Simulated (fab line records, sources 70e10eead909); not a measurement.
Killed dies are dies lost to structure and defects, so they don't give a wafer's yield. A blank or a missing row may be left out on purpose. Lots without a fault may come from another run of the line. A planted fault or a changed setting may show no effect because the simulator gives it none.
A struck lot beside a sound one | flow nand_harc | 16 steps out of a route of 1302
Sound: wafers L405.1, L405.5, L405.6. Struck: wafers L416.1, L416.4, L416.5. The cause comes at the end.
At each step with rows: each side's tool, then ch and its chambers, then its first start. Under that, the readings that differ: sound wafers | struck wafers | difference of the means | sigmas: that difference in standard deviations of wafers without a fault.
alike: readings whose means differ by less than 2 such deviations, and words and numbers that are the same on both sides. not compared: withheld readings, readings that some wafer has no value for, bounds like >300 that may hide the same value, and numbers for which the record gives no deviation and whose values overlap.
The two part at a step that has a row with sigmas, a row that says differs or no value, or rows on one side only. Numbers that don't overlap but have no deviation are shown without sigmas and don't part them. A reading that every wafer of one side lacks parts them only if that side has two wafers or more.

NHARC_A_ONON_D2_THK_MEAS_08: measures by ellipsometry.
  sound on film_metro-01, day 12 17:07; struck on film_metro-02, day 17 19:34
  alike: thk_nm
then, 1 step without rows for these wafers: NHARC_A_ONON_D2_DEP_09 (target thk 1000 nm).
NHARC_A_ONON_D2_THK_MEAS_11: measures by ellipsometry.
  sound on film_metro-01, day 12 17:41; struck on film_metro-02, day 17 20:08
  alike: thk_nm
then, 1 step without rows for these wafers: NHARC_A_ONON_D2_DEP_12 (target thk 1000 nm).
NHARC_A_ONON_D2_THK_MEAS_14: measures by ellipsometry.
  sound on film_metro-01, day 12 18:15; struck on film_metro-01, day 17 20:42
  reading     | sound       | struck         | difference | sigmas
  thk_nm (nm) | 972 976 973 | 1008 1008 1009 | +35        | +3
then, 2 steps without rows for these wafers: NHARC_A_ONON_D2_ANNEAL_15 (time 3600 s); NHARC_A_ONON_D2_DEP_16 (target thk 1000 nm).
NHARC_A_ONON_D2_THK_MEAS_18: measures by ellipsometry.
  sound on film_metro-01, day 13 02:14; struck on film_metro-02, day 18 04:25
  alike: thk_nm
then, 1 step without rows for these wafers: NHARC_A_ONON_D2_DEP_19 (target thk 1000 nm).
NHARC_A_ONON_D2_THK_MEAS_21: measures by ellipsometry.
  sound on film_metro-01, day 13 02:49; struck on film_metro-02, day 18 04:59
  alike: thk_nm
then, 1 step without rows for these wafers: NHARC_A_ONON_D2_DEP_22 (target thk 1000 nm).
NHARC_A_ONON_D2_THK_MEAS_24: measures by ellipsometry.
  sound on film_metro-01, day 13 03:23; struck on film_metro-02, day 18 05:34
  reading     | sound       | struck         | difference | sigmas
  thk_nm (nm) | 988 986 988 | 1012 1012 1012 | +25        | +2
NHARC_A_ONON_D2_DEP_25: target thk 1000 nm.
  sound on pecvd_onon-01 ch 0, day 13 03:26; struck on pecvd_onon-02 ch 0, day 18 05:37
  alike: nh3_flow_sccm
NHARC_A_ONON_D2_THK_MEAS_27: measures by ellipsometry.
  sound on film_metro-01, day 13 03:57; struck on film_metro-02, day 18 06:07
  reading     | sound        | struck      | difference | sigmas
  thk_nm (nm) | 1000 999 998 | 668 668 667 | -331       | -36
then, 1 step without rows for these wafers: NHARC_A_ONON_D2_DEP_28 (target thk 1000 nm).
-- the record jumps here: 12 days lie between the struck wafers' starts before and after (it left off in module A_ONON_D2 and takes up again in module END, whose first step shown is number 1302 of the route) --
NHARC_END_SORT_01:
  the record has rows for the struck wafers here (prober-01 ch 0, day 29 18:07) and none for the sound ones

WHERE THEY PART
First at NHARC_A_ONON_D2_THK_MEAS_14; last, within this record, at NHARC_END_SORT_01.

WHY: what the simulator had put in
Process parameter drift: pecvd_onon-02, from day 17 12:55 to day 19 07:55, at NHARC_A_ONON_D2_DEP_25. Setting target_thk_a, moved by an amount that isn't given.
